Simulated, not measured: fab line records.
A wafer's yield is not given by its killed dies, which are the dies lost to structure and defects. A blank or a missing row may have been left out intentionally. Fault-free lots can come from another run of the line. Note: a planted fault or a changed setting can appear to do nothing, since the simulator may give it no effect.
fab line records -- flow n5-finfet
record: lots: 7, wafers: 39
route steps=1938 shown BEOL_M1@800 BEOL_M5@1172 BEOL_M7@1299 BEOL_M9@1467 BEOL_M13@1696
start-h: start of the lot's first displayed wafer, in hours after the record's first day -- wait-h: how many hours have passed since the lot's step before this one -- " same as the row above -- L1.1+2: a single row standing in for several wafers -- - no value, or no start given -- * or withheld: withheld -- < > ~ a bound
route shown NAME@n: names a module that has steps shown in the file, with the first one's number in the route -- usual: average and standard deviation across the fault-free wafers -- same: alike in all rows -- chamber/n: place in a boat -- sites: readings site by site -- _std_site: their standard deviation -- _edge_site: outer sites' mean less inner sites' -- radius-mm: how far each site lies from the wafer's centre -- mask NAME#n: copy n -- behind: the most recent tool/chamber to have shaped the wafer -- hold: reason for holding the lot/hours on hold/outcome of the hold -- device: which transistor (n, p or np) failed to switch -- end of line: the tests these same wafers got at the end of their route -- a step without rows: its recipe alone -- killed: the dies lost at the first sort to structure and to defects; this is not the yield of the wafer -- map: a wafer's dies, x killed, . not, _ none there
set.NAME: the setting that was run; set.NAME@STEP: the one run at that earlier step -- model.NAME: the simulator's own value behind a step, which no gauge read
lots with deliberately changed settings; one table per step, one row per wafer
== steps ==
step: N5_BEOL_M1_TRENCH_ETCH_37
recipe: chemistry: C4F6/O2, target-depth-a: 552.07, target: SiOC, time-s: 29, ion-energy-ev: 250, pressure-mtorr: 30, source-w: 355, bias-w: 185, Ar_flow_sccm: 300, C4F6_flow_sccm: 10, O2_flow_sccm: 10
lot.wafer,tool,chamber,start-h,wait-h,set.time-s,model.BEOL_M1.feature-depth-nm,model.etch.depth-nm,model.TiN_of_BEOL_M1_HM_DEP_02.thk-nm
L076.1,rie-diel-06,0,-,-,46.2,87.2,87.15,16
L076.2,rie-diel-06,3,-,-,46.2,88.8,88.74,16.2
L076.3,rie-diel-06,1,-,-,29,56.8,56.89,17.4
L076.4,rie-diel-06,2,-,-,29,56.6,56.58,17.8
L076.5,rie-diel-06,2,-,-,29,56,56.06,17.6
L076.6,rie-diel-06,3,-,-,46.2,88.6,88.62,16.2
L077.1,rie-diel-04,0,-,-,29,53.6,53.56,18
L077.2,rie-diel-04,3,-,-,29,52.6,52.57,18
L077.5,rie-diel-04,3,-,-,29,52.8,52.82,18.2
L083.1,rie-diel-06,2,-,-,29,55.6,55.58,17.6
L083.2,rie-diel-06,0,-,-,23.45,45,44.93,18.4
L083.3,rie-diel-06,1,-,-,29,54.4,54.43,18.2
L083.4,rie-diel-06,3,-,-,23.45,44.4,44.48,18.4
L083.5,rie-diel-06,3,-,-,29,55,55.01,18
L083.6,rie-diel-06,2,-,-,23.45,45.2,45.22,18.2
L085.1,rie-diel-04,3,-,-,29,51.8,51.73,17.8
L085.2,rie-diel-04,0,-,-,17.59,32.6,32.53,18.8
L085.3,rie-diel-04,1,-,-,29,54.8,54.71,18
L085.4,rie-diel-04,2,-,-,29,54,54,18
L085.5,rie-diel-04,1,-,-,17.59,33,32.99,19
L085.6,rie-diel-04,2,-,-,17.59,32.6,32.61,18.6
L087.1,rie-diel-02,0,-,-,29,57.6,57.53,17.4
L087.2,rie-diel-02,1,-,-,39.79,74.6,74.52,17
L087.3,rie-diel-02,3,-,-,29,51.8,51.73,18
L087.4,rie-diel-02,2,-,-,29,55.4,55.43,18
L087.5,rie-diel-02,2,-,-,39.79,76.2,76.29,17.4
L087.6,rie-diel-02,1,-,-,39.79,75.2,75.21,16.8
L088.1,rie-diel-06,2,-,-,21.89,42.4,42.34,19
L088.2+6,rie-diel-06,"0,3",-,-,21.89,41.8,41.82,19
L088.3,rie-diel-06,3,-,-,29,55.6,55.62,18
L088.4,rie-diel-06,1,-,-,29,55.4,55.35,18.2
L088.5,rie-diel-06,0,-,-,29,55,55.03,18.6
L096.1,rie-diel-06,1,-,-,29,54.4,54.47,17.6
L096.2,rie-diel-06,2,-,-,29,55.4,55.41,17
L096.3,rie-diel-06,0,-,-,29,54.4,54.48,17.2
L096.4,rie-diel-06,3,-,-,29,54.8,54.84,17.2
L096.5,rie-diel-06,3,-,-,29,54.2,54.28,17.2
L096.6,rie-diel-06,2,-,-,29,55.8,55.78,16.8
step: N5_BEOL_M1_ETCH_41
recipe: chemistry: CH3F/O2, target: SiCN, target-depth-a: 319, taper-deg: 2, time-s: 57.8, ion-energy-ev: 120, mask-material: TiN, pressure-mtorr: 30, source-w: 395, bias-w: 75, Ar_flow_sccm: 150, CH3F_flow_sccm: 30, O2_flow_sccm: 20
step: N5_BEOL_M1_STRIP_97
recipe: chemistry: N2/H2, time-s: 10, power-w: 450, temp-c: 40, pressure-mtorr: 20, rf-frequency-hz: 6e+07, bias-power-w: 7, n2-flow-sccm: 200, h2-flow-sccm: 200
step: N5_BEOL_M1_OCD_MEAS_38
usual: trench-depth-nm: 54.6/1.6
lot.wafer,tool,chamber,start-h,wait-h,set.time-s@BEOL_M1_TRENCH_ETCH_37,trench-depth-nm
L076.1,ocd-01,-,138.34,-,46.2,87.5
L076.2,ocd-01,-,138.34,-,46.2,88.9
L076.3,ocd-01,-,138.34,-,29,57.0
L076.4,ocd-01,-,138.34,-,29,56.3
L076.5,ocd-01,-,138.34,-,29,56.0
L076.6,ocd-01,-,138.34,-,46.2,88.5
L077.1,ocd-02,-,146.98,-,29,54.3
L077.2,ocd-02,-,146.98,-,29,53.1
L077.5,ocd-02,-,146.98,-,29,53.3
L083.1,ocd-02,-,189.73,-,29,55.2
L083.2,ocd-02,-,189.73,-,23.45,44.8
L083.3,ocd-02,-,189.73,-,29,54.3
L083.4,ocd-02,-,189.73,-,23.45,44.5
L083.5,ocd-02,-,189.73,-,29,54.9
L083.6,ocd-02,-,189.73,-,23.45,45.6
L085.1,ocd-01,-,192.90,-,29,51.3
L085.2,ocd-01,-,192.90,-,17.59,32.7
L085.3,ocd-01,-,192.90,-,29,55.0
L085.4,ocd-01,-,192.90,-,29,54.1
L085.5,ocd-01,-,192.90,-,17.59,32.7
L085.6,ocd-01,-,192.90,-,17.59,32.4
L087.1,ocd-02,-,211.92,-,29,57.8
L087.2,ocd-02,-,211.92,-,39.79,74.1
L087.3,ocd-02,-,211.92,-,29,51.4
L087.4,ocd-02,-,211.92,-,29,55.8
L087.5,ocd-02,-,211.92,-,39.79,75.8
L087.6,ocd-02,-,211.92,-,39.79,74.8
L088.1,ocd-01,-,214.09,-,21.89,42.5
L088.2,ocd-01,-,214.09,-,21.89,42.0
L088.3,ocd-01,-,214.09,-,29,55.3
L088.4,ocd-01,-,214.09,-,29,55.4
L088.5,ocd-01,-,214.09,-,29,55.2
L088.6,ocd-01,-,214.09,-,21.89,41.6
L096.1,ocd-02,-,270.48,-,29,54.5
L096.2,ocd-02,-,270.48,-,29,54.9
L096.3,ocd-02,-,270.48,-,29,54.4
L096.4,ocd-02,-,270.48,-,29,54.5
L096.5,ocd-02,-,270.48,-,29,54.5
L096.6,ocd-02,-,270.48,-,29,55.9
step: N5_BEOL_M5_ALD_86
recipe: material: TaN, target-thk-a: *, temp-c: 275, ald-precursor-family: PDMAT, ald-co-reactant: NH3, pressure-torr: 3, carrier-flow-sccm: 1500, pulse-time-s: 2, purge-time-s: 3, co-reactant-purge-time-s: 2, co-reactant-pulse-time-s: 3, ald-cycles: 30, precursor-vessel-temp-c: 75, precursor-vessel-pressure-torr: 26.25, precursor-vessel-carrier-sccm: 1000
lot.wafer,tool,chamber,start-h,wait-h,set.ald-cycles,model.TaN_of_BEOL_M5_ALD_86.thk-nm
L076.1+2+6,ald-metal-02,"0,3,2",182.08,0.0,30,*
L076.3+4+5,ald-metal-02,"1,2,3",182.08,0.0,30,*
L077.1+5,ald-metal-02,3,196.22,0.1,30,*
L077.2,ald-metal-02,2,196.22,0.1,30,*
L083.1+2+6,ald-metal-03,"0,3,2",228.11,0.0,30,*
L083.3+5,ald-metal-03,"2,1",228.11,0.0,22,*
L083.4,ald-metal-03,1,228.11,0.0,22,*
L085.1+2+4,ald-metal-02,"3,1,0",240.76,0.2,30,*
L085.3+5+6,ald-metal-02,"2,2,1",240.76,0.2,30,*
L087.1+4+6,ald-metal-04,"2,1,0",259.99,0.0,24,*
L087.2+3,ald-metal-04,"3,0",259.99,0.0,30,*
L087.5,ald-metal-04,3,259.99,0.0,30,*
L088.1+2+4,ald-metal-02,"1,0,0",285.76,0.1,30,*
L088.3+5+6,ald-metal-02,"2,1,2",285.76,0.1,20,*
L096.1+5+6,ald-metal-02,"0,3,2",325.65,0.1,41,*
L096.2+4,ald-metal-02,"2,1",325.65,0.1,30,*
L096.3,ald-metal-02,3,325.65,0.1,30,*
step: N5_BEOL_M7_DESCUM_33
recipe: chemistry: O2, time-s: 7, source-power-w: 50, bias-power-w: 20, pressure-mtorr: 20, rf-frequency-hz: 2.712e+07, temp-c: 40, resist: CAR-EUV, o2-flow-sccm: 225
lot.wafer,tool,chamber,start-h,wait-h,set.time-s,model.CAR-EUV_of_BEOL_M7_COAT_22.thk-nm
L076.1+2+3+5+6,rie-diel-02,"3,1,2,3,2",200.97,0.0,7,26
L076.4,rie-diel-02,0,200.97,0.0,7,25.8
L077.1+5,rie-diel-04,"1,3",213.92,0.0,7,26.2
L077.2,rie-diel-04,3,213.92,0.0,7,26
L083.1+2+3,rie-diel-02,"0,1,3",251.98,0.1,3.421,28
L083.4+6,rie-diel-02,"2,1",251.98,0.1,7,26.2
L083.5,rie-diel-02,0,251.98,0.1,7,26
L085.1+6,rie-diel-04,"2,0",258.15,0.3,7,26
L085.2+4,rie-diel-04,"0,2",258.15,0.3,3.144,27.8
L085.3,rie-diel-04,1,258.15,0.3,3.144,28
L085.5,rie-diel-04,1,258.15,0.3,7,25.8
L087.1+5,rie-diel-06,"3,0",285.00,0.3,7,26
L087.2,rie-diel-06,2,285.00,0.3,5.869,26.4
L087.3+4,rie-diel-06,"0,1",285.00,0.3,5.869,26.6
L087.6,rie-diel-06,1,285.00,0.3,7,26.2
L088.1+5,rie-diel-02,"2,0",310.03,0.0,7,26
L088.2+3+6,rie-diel-02,"3,1,1",310.03,0.0,3.353,27.8
L088.4,rie-diel-02,0,310.03,0.0,7,25.8
L096.1+2+5,rie-diel-04,"2,1,3",348.62,0.5,2.852,28.2
L096.3+4,rie-diel-04,"0,3",348.62,0.5,7,26.2
L096.6,rie-diel-04,0,348.62,0.5,7,26
step: N5_BEOL_M9_DEP_56
recipe: material: SiCN, target-thk-a: 150, temp-c: withheld, precursor: 3MS/NH3, pressure-torr: 3, rf-w: 202, time-s: 26.5
lot.wafer,tool,chamber,start-h,wait-h,set.time-s,model.SiCN_of_BEOL_M9_DEP_56.thk-nm
L076.1+6,pecvd-02,1,219.68,0.0,16.25,9.4
L076.2+3,pecvd-02,"2,0",219.68,0.0,26.5,15.2
L076.4,pecvd-02,0,219.68,0.0,16.25,9.8
L076.5,pecvd-02,2,219.68,0.0,26.5,15.4
L077.1+5,pecvd-02,"0,1",234.58,0.0,26.5,15.2
L077.2,pecvd-02,2,234.58,0.0,26.5,15
L083.1,pecvd-04,1,274.22,0.0,19.99,11.4
L083.2,pecvd-04,2,274.22,0.0,26.5,14.8
L083.3+6,pecvd-04,0,274.22,0.0,19.99,11
L083.4+5,pecvd-04,"1,2",274.22,0.0,26.5,15.2
L085.1+4,pecvd-02,"0,1",284.66,0.0,26.5,15.4
L085.2,pecvd-02,2,284.66,0.0,26.5,14.8
L085.3,pecvd-02,1,284.66,0.0,26.5,15
L085.5+6,pecvd-02,"0,2",284.66,0.0,26.5,15.2
L087.1,pecvd-02,1,311.51,0.0,26.5,14.8
L087.2,pecvd-02,2,311.51,0.0,14.16,7.8
L087.3,pecvd-02,2,311.51,0.0,14.16,8.2
L087.4,pecvd-02,1,311.51,0.0,26.5,15.2
L087.5,pecvd-02,2,311.51,0.0,26.5,15
L087.6,pecvd-02,1,311.51,0.0,14.16,8.4
L088.1+4,pecvd-04,"1,0",330.94,0.0,26.5,15.2
L088.2,pecvd-04,2,330.94,0.0,12.31,7.2
L088.3,pecvd-04,0,330.94,0.0,12.31,6.8
L088.5,pecvd-04,1,330.94,0.0,12.31,7.4
L088.6,pecvd-04,2,330.94,0.0,26.5,15
L096.1,pecvd-04,0,369.95,0.0,18.82,10.6
L096.2+3,pecvd-04,"1,2",369.95,0.0,26.5,15
L096.4,pecvd-04,2,369.95,0.0,18.82,11
L096.5,pecvd-04,0,369.95,0.0,18.82,10.8
L096.6,pecvd-04,1,369.95,0.0,26.5,15.2
step: N5_BEOL_M13_TRENCH_ETCH_34
recipe: chemistry: C4F8/O2/Ar, target: SiOC, target-depth-a: 4134.7, mask-material: SOC, pressure-mtorr: 30, source-w: 3000, bias-w: 700, Ar_flow_sccm: 400, C4F8_flow_sccm: 15, O2_flow_sccm: 8, he-inner-torr: 15, he-outer-torr: 30, time-s: 162.6, ion-energy-ev: 250
lot.wafer,tool,chamber,start-h,wait-h,set.target-depth-a,model.etch.depth-nm
L076.1,rie-diel-02,2,244.21,0.0,5016,515
L076.2,rie-diel-02,3,244.21,0.0,5016,486
L076.3,rie-diel-02,1,244.21,0.0,5016,497.5
L076.4,rie-diel-02,0,244.21,0.0,4134.7,416.9
L076.5,rie-diel-02,2,244.21,0.0,4134.7,423.7
L076.6,rie-diel-02,3,244.21,0.0,4134.7,402.1
L077.1,rie-diel-04,1,254.83,0.0,4134.7,399
L077.2,rie-diel-04,0,254.83,0.0,4134.7,406.1
L077.5,rie-diel-04,2,254.83,0.0,4134.7,400.7
L083.1,rie-diel-02,2,302.17,0.0,4134.7,422.4
L083.2,rie-diel-02,0,302.17,0.0,4134.7,414.1
L083.3,rie-diel-02,1,302.17,0.0,4134.7,426.1
L083.4,rie-diel-02,3,302.17,0.0,4134.7,400.4
L083.5,rie-diel-02,1,302.17,0.0,4134.7,423.6
L083.6,rie-diel-02,2,302.17,0.0,4134.7,422.6
L085.1,rie-diel-06,1,314.85,0.0,2317,234.3
L085.2,rie-diel-06,3,314.85,0.0,4134.7,419.9
L085.3,rie-diel-06,2,314.85,0.0,4134.7,420.1
L085.4,rie-diel-06,0,314.85,0.0,2317,230.3
L085.5,rie-diel-06,0,314.85,0.0,2317,230.1
L085.6,rie-diel-06,3,314.85,0.0,4134.7,416.3
L087.1,rie-diel-02,3,335.07,0.0,4134.7,396.8
L087.2,rie-diel-02,0,335.07,0.0,4134.7,411.2
L087.3,rie-diel-02,1,335.07,0.0,5249,539
L087.4,rie-diel-02,2,335.07,0.0,4134.7,416.1
L087.5,rie-diel-02,2,335.07,0.0,5249,526.2
L087.6,rie-diel-02,1,335.07,0.0,5249,535.7
L088.1,rie-diel-06,2,352.95,0.0,4134.7,415.3
L088.2,rie-diel-06,1,352.95,0.0,4134.7,419.1
L088.3,rie-diel-06,3,352.95,0.0,4134.7,410.5
L088.4,rie-diel-06,3,352.95,0.0,4134.7,409.7
L088.5,rie-diel-06,1,352.95,0.0,4134.7,421.5
L088.6,rie-diel-06,2,352.95,0.0,4134.7,415.2
L096.1,rie-diel-04,2,397.36,0.0,2003,194.9
L096.2,rie-diel-04,3,397.36,0.0,4134.7,418.5
L096.3,rie-diel-04,0,397.36,0.0,2003,196.2
L096.4,rie-diel-04,0,397.36,0.0,2003,196.3
L096.5,rie-diel-04,3,397.36,0.0,4134.7,417.1
L096.6,rie-diel-04,2,397.36,0.0,4134.7,400.2
step: N5_BEOL_M13_STRIP_70
recipe: chemistry: C4F8/O2/Ar, resist: SiARC, rf-frequency-hz: 6e+07
step: N5_BEOL_M13_OCD_MEAS_35
usual: trench-depth-nm: 412/9.3
lot.wafer,tool,chamber,start-h,wait-h,set.target-depth-a@BEOL_M13_TRENCH_ETCH_34,trench-depth-nm
L076.1,ocd-02,-,244.38,0.0,5016,515
L076.2,ocd-02,-,244.38,0.0,5016,485
L076.3,ocd-02,-,244.38,0.0,5016,498
L076.4,ocd-02,-,244.38,0.0,4134.7,417
L076.5,ocd-02,-,244.38,0.0,4134.7,424
L076.6,ocd-02,-,244.38,0.0,4134.7,402
L077.1,ocd-01,-,255.01,0.0,4134.7,399
L077.2,ocd-01,-,255.01,0.0,4134.7,406
L077.5,ocd-01,-,255.01,0.0,4134.7,401
L083.1,ocd-01,-,302.34,0.0,4134.7,423
L083.2,ocd-01,-,302.34,0.0,4134.7,414
L083.3,ocd-01,-,302.34,0.0,4134.7,426
L083.4,ocd-01,-,302.34,0.0,4134.7,400
L083.5,ocd-01,-,302.34,0.0,4134.7,424
L083.6,ocd-01,-,302.34,0.0,4134.7,423
L085.1,ocd-02,-,315.03,0.0,2317,235
L085.2,ocd-02,-,315.03,0.0,4134.7,420
L085.3,ocd-02,-,315.03,0.0,4134.7,421
L085.4,ocd-02,-,315.03,0.0,2317,230
L085.5,ocd-02,-,315.03,0.0,2317,230
L085.6,ocd-02,-,315.03,0.0,4134.7,416
L087.1,ocd-01,-,335.24,0.0,4134.7,397
L087.2,ocd-01,-,335.24,0.0,4134.7,411
L087.3,ocd-01,-,335.24,0.0,5249,539
L087.4,ocd-01,-,335.24,0.0,4134.7,416
L087.5,ocd-01,-,335.24,0.0,5249,526
L087.6,ocd-01,-,335.24,0.0,5249,536
L088.1,ocd-01,-,353.12,0.0,4134.7,415
L088.2,ocd-01,-,353.12,0.0,4134.7,419
L088.3,ocd-01,-,353.12,0.0,4134.7,411
L088.4,ocd-01,-,353.12,0.0,4134.7,409
L088.5,ocd-01,-,353.12,0.0,4134.7,421
L088.6,ocd-01,-,353.12,0.0,4134.7,415
L096.1,ocd-02,-,397.53,0.0,2003,195
L096.2,ocd-02,-,397.53,0.0,4134.7,419
L096.3,ocd-02,-,397.53,0.0,2003,196
L096.4,ocd-02,-,397.53,0.0,2003,197
L096.5,ocd-02,-,397.53,0.0,4134.7,416
L096.6,ocd-02,-,397.53,0.0,4134.7,400
step: N5_BEOL_M13_STRIP_37
recipe: chemistry: N2/H2, power-w: 1000, temp-c: 250, h2-frac: 0.65, overash-fraction: 0.3, pressure-mtorr: withheld, n2-flow-sccm: 1750, h2-flow-sccm: 3250
step: N5_BEOL_M13_ETCH_38
recipe: chemistry: CF4/N2, target: SiCN, target-depth-a: 675, taper-deg: 2, time-s: 71.9, ion-energy-ev: 150, mask-material: SiO2, pressure-mtorr: 40, source-w: 430, bias-w: 70, Ar_flow_sccm: 100, cf4-flow-sccm: 60, n2-flow-sccm: 60
step: N5_BEOL_M13_ECD_47
recipe: material: Cu, target-thk-a: 9360
step: N5_BEOL_M13_ANNEAL_48
recipe: temp-c: 225, time-s: 90, ambient: N2
step: N5_BEOL_M13_CMP_49
recipe: stop-on: SiOC, t-overpolish-s: 17.1, down-force-psi: 1, platen-rpm: 50, clearing-platen-down-force-psi: 1.5, clearing-platen-rpm: 50, post-cmp-clean: cu-alkaline, target-thk-nm: 420, clearing-platen-pad-velocity-m-s: 0.99484, pad-velocity-m-s: 0.99484
lot.wafer,tool,chamber,start-h,wait-h,set.target-depth-a@BEOL_M13_TRENCH_ETCH_34,model.Cu_of_BEOL_M13_ECD_47.thk-nm
L076.2,cmp-01,0,247.88,0.2,5016,489.8
L076.3,cmp-01,1,247.88,0.2,5016,501.8
L076.1,cmp-01,2,247.88,0.2,5016,520.4
L076.4,cmp-01,3,247.88,0.2,4134.7,422.6
L076.5,cmp-01,0,247.88,0.2,4134.7,428
L076.6,cmp-01,1,247.88,0.2,4134.7,408.8
L077.2,cmp-04,0,257.33,0.2,4134.7,414.2
L077.1,cmp-04,1,257.33,0.2,4134.7,406.2
L077.5,cmp-04,0,257.33,0.2,4134.7,409.6
L083.2,cmp-01,0,306.23,0.2,4134.7,418.8
L083.4,cmp-01,1,306.23,0.2,4134.7,405.8
L083.3,cmp-01,2,306.23,0.2,4134.7,432.6
L083.1,cmp-01,3,306.23,0.2,4134.7,428
L083.6,cmp-01,0,306.23,0.2,4134.7,427
L083.5,cmp-01,1,306.23,0.2,4134.7,429.8
L085.2,cmp-04,1,320.03,0.4,4134.7,425
L085.4,cmp-04,2,320.03,0.4,2317,238.2
L085.3,cmp-04,3,320.03,0.4,4134.7,426.6
L085.1,cmp-04,0,320.03,0.4,2317,242.6
L085.6,cmp-04,1,320.03,0.4,4134.7,421.6
L085.5,cmp-04,2,320.03,0.4,2317,236.2
L087.4,cmp-02,0,337.84,0.1,4134.7,419.6
L087.3,cmp-02,1,337.84,0.1,5249,543
L087.1,cmp-02,2,337.84,0.1,4134.7,402.8
L087.2,cmp-02,3,337.84,0.1,4134.7,416.4
L087.5,cmp-02,0,337.84,0.1,5249,530.4
L087.6,cmp-02,1,337.84,0.1,5249,540
L088.3,cmp-01,2,354.95,0.2,4134.7,418.6
L088.1,cmp-01,3,354.95,0.2,4134.7,422.8
L088.2,cmp-01,0,354.95,0.2,4134.7,424
L088.4,cmp-01,1,354.95,0.2,4134.7,416
L088.6,cmp-01,2,354.95,0.2,4134.7,422.2
L088.5,cmp-01,3,354.95,0.2,4134.7,428.2
L096.1+4,cmp-02,"3,0",404.48,0.4,2003,202.4
L096.3,cmp-02,1,404.48,0.4,2003,202.8
L096.2,cmp-02,2,404.48,0.4,4134.7,427
L096.5,cmp-02,3,404.48,0.4,4134.7,424.4
L096.6,cmp-02,0,404.48,0.4,4134.7,405.6
step: N5_BEOL_M13_THK_MEAS_50
recipe: thk-meas-gauge: xrf, reads: Cu_of_BEOL_M13_ECD_47
usual: M13_THK: 419/10
lot.wafer,tool,chamber,start-h,wait-h,set.target-depth-a@BEOL_M13_TRENCH_ETCH_34,M13_THK[nm]
L076.1,film-metro-01,-,248.18,-,5016,514
L076.2,film-metro-01,-,248.18,-,5016,483
L076.3,film-metro-01,-,248.18,-,5016,495
L076.4,film-metro-01,-,248.18,-,4134.7,418
L076.5,film-metro-01,-,248.18,-,4134.7,422
L076.6,film-metro-01,-,248.18,-,4134.7,403
L077.1,film-metro-02,-,257.62,-,4134.7,410
L077.2,film-metro-02,-,257.62,-,4134.7,416
L077.5,film-metro-02,-,257.62,-,4134.7,413
L083.1,film-metro-01,-,306.52,-,4134.7,423
L083.2,film-metro-01,-,306.52,-,4134.7,414
L083.3,film-metro-01,-,306.52,-,4134.7,428
L083.4,film-metro-01,-,306.52,-,4134.7,401
L083.5,film-metro-01,-,306.52,-,4134.7,425
L083.6,film-metro-01,-,306.52,-,4134.7,422
L085.1,film-metro-01,-,320.33,-,2317,240
L085.2,film-metro-01,-,320.33,-,4134.7,422
L085.3,film-metro-01,-,320.33,-,4134.7,422
L085.4,film-metro-01,-,320.33,-,2317,236
L085.5,film-metro-01,-,320.33,-,2317,233
L085.6,film-metro-01,-,320.33,-,4134.7,418
L087.1,film-metro-01,-,338.14,-,4134.7,407
L087.2,film-metro-01,-,338.14,-,4134.7,419
L087.3,film-metro-01,-,338.14,-,5249,549
L087.4,film-metro-01,-,338.14,-,4134.7,421
L087.5,film-metro-01,-,338.14,-,5249,536
L087.6,film-metro-01,-,338.14,-,5249,541
L088.1,film-metro-02,-,355.24,-,4134.7,421
L088.2,film-metro-02,-,355.24,-,4134.7,421
L088.3,film-metro-02,-,355.24,-,4134.7,418
L088.4,film-metro-02,-,355.24,-,4134.7,413
L088.5,film-metro-02,-,355.24,-,4134.7,428
L088.6,film-metro-02,-,355.24,-,4134.7,420
L096.1,film-metro-02,-,404.77,-,2003,204
L096.2,film-metro-02,-,404.77,-,4134.7,432
L096.3,film-metro-02,-,404.77,-,2003,204
L096.4,film-metro-02,-,404.77,-,2003,204
L096.5,film-metro-02,-,404.77,-,4134.7,427
L096.6,film-metro-02,-,404.77,-,4134.7,409
step: N5_BEOL_M13_PRE_CLEAN_52
recipe: gas: NH3, time-s: 15, temp-c: withheld, rf-power-w: 300
step: N5_BEOL_M13_DEP_53
recipe: material: SiCN, target-thk-a: 500, temp-c: withheld, precursor: 3MS/NH3, pressure-torr: 3, rf-w: 675, time-s: 17.8
step: N5_BEOL_M13_RS_MEAS_54
recipe: thk-meas-gauge: four-point-probe, reads: Cu_of_BEOL_M13_ECD_47+Ta_of_BEOL_M13_SPUTTER_44+TaN_of_BEOL_M13_SPUTTER_43
usual: M13_RS: 0.0452/0.001
lot.wafer,tool,chamber,start-h,wait-h,set.target-depth-a@BEOL_M13_TRENCH_ETCH_34,M13_RS[ohm/sq]
L076.1,film-metro-01,-,248.31,0.0,5016,0.0361
L076.2,film-metro-01,-,248.31,0.0,5016,0.0384
L076.3,film-metro-01,-,248.31,0.0,5016,0.0375
L076.4,film-metro-01,-,248.31,0.0,4134.7,0.0447
L076.5,film-metro-01,-,248.31,0.0,4134.7,0.0441
L076.6,film-metro-01,-,248.31,0.0,4134.7,0.0463
L077.1,film-metro-01,-,257.75,0.0,4134.7,0.0466
L077.2,film-metro-01,-,257.75,0.0,4134.7,0.0456
L077.5,film-metro-01,-,257.75,0.0,4134.7,0.0462
L083.1,film-metro-02,-,306.68,0.1,4134.7,0.0441
L083.2,film-metro-02,-,306.68,0.1,4134.7,0.0451
L083.3,film-metro-02,-,306.68,0.1,4134.7,0.0436
L083.4,film-metro-02,-,306.68,0.1,4134.7,0.0465
L083.5,film-metro-02,-,306.68,0.1,4134.7,0.0438
L083.6,film-metro-02,-,306.68,0.1,4134.7,0.0442
L085.1,film-metro-02,-,320.49,0.1,2317,0.0798
L085.2,film-metro-02,-,320.49,0.1,4134.7,0.0445
L085.3,film-metro-02,-,320.49,0.1,4134.7,0.0442
L085.4,film-metro-02,-,320.49,0.1,2317,0.0813
L085.5,film-metro-02,-,320.49,0.1,2317,0.0820
L085.6,film-metro-02,-,320.49,0.1,4134.7,0.0448
L087.1,film-metro-02,-,338.27,0.0,4134.7,0.0469
L087.2,film-metro-02,-,338.27,0.0,4134.7,0.0453
L087.3,film-metro-02,-,338.27,0.0,5249,0.0346
L087.4,film-metro-02,-,338.27,0.0,4134.7,0.0450
L087.5,film-metro-02,-,338.27,0.0,5249,0.0353
L087.6,film-metro-02,-,338.27,0.0,5249,0.0348
L088.1,film-metro-02,-,355.40,0.1,4134.7,0.0445
L088.2,film-metro-02,-,355.40,0.1,4134.7,0.0446
L088.3,film-metro-02,-,355.40,0.1,4134.7,0.0452
L088.4,film-metro-02,-,355.40,0.1,4134.7,0.0454
L088.5,film-metro-02,-,355.40,0.1,4134.7,0.0440
L088.6,film-metro-02,-,355.40,0.1,4134.7,0.0446
L096.1,film-metro-02,-,404.90,0.0,2003,0.0967
L096.2,film-metro-02,-,404.90,0.0,4134.7,0.0442
L096.3,film-metro-02,-,404.90,0.0,2003,0.0965
L096.4,film-metro-02,-,404.90,0.0,2003,0.0967
L096.5,film-metro-02,-,404.90,0.0,4134.7,0.0445
L096.6,film-metro-02,-,404.90,0.0,4134.7,0.0466
== key ==
split: step: N5_BEOL_M1_TRENCH_ETCH_37, setting: time-s, stated: 29, by: wafer
response: step: N5_BEOL_M1_TRENCH_ETCH_37, reading: model.BEOL_M1.feature-depth-nm, change: +0.537, per: 1%, r: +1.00
response: step: N5_BEOL_M1_TRENCH_ETCH_37, reading: model.etch.depth-nm, change: +0.536, per: 1%, r: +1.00
response: step: N5_BEOL_M1_TRENCH_ETCH_37, reading: model.TiN_of_BEOL_M1_HM_DEP_02.thk-nm, change: -0.0235, per: 1%, r: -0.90
response: step: N5_BEOL_M1_OCD_MEAS_38, reading: trench-depth-nm, change: +0.534, per: 1%, r: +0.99
split: step: N5_BEOL_M5_ALD_86, setting: ald-cycles, stated: 30, by: wafer
response: step: N5_BEOL_M5_ALD_86, reading: model.TaN_of_BEOL_M5_ALD_86.thk-nm, change: *, per: 1%, r: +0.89
split: step: N5_BEOL_M7_DESCUM_33, setting: time-s, stated: 7, by: wafer
response: step: N5_BEOL_M7_DESCUM_33, reading: model.CAR-EUV_of_BEOL_M7_COAT_22.thk-nm, change: -0.0354, per: 1%, r: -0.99
split: step: N5_BEOL_M9_DEP_56, setting: time-s, stated: 26.5, by: wafer
response: step: N5_BEOL_M9_DEP_56, reading: model.SiCN_of_BEOL_M9_DEP_56.thk-nm, change: +0.149, per: 1%, r: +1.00
split: step: N5_BEOL_M13_TRENCH_ETCH_34, setting: target-depth-a, stated: 4134.7, by: wafer
response: step: N5_BEOL_M13_TRENCH_ETCH_34, reading: model.etch.depth-nm, change: +4.26, per: 1%, r: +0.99
response: step: N5_BEOL_M13_OCD_MEAS_35, reading: trench-depth-nm, change: +4.25, per: 1%, r: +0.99
response: step: N5_BEOL_M13_CMP_49, reading: model.Cu_of_BEOL_M13_ECD_47.thk-nm, change: +4.24, per: 1%, r: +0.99
response: step: N5_BEOL_M13_THK_MEAS_50, reading: M13_THK, change: +4.25, per: 1%, r: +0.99
response: step: N5_BEOL_M13_RS_MEAS_54, reading: M13_RS, change: -0.000818, per: 1%, r: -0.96
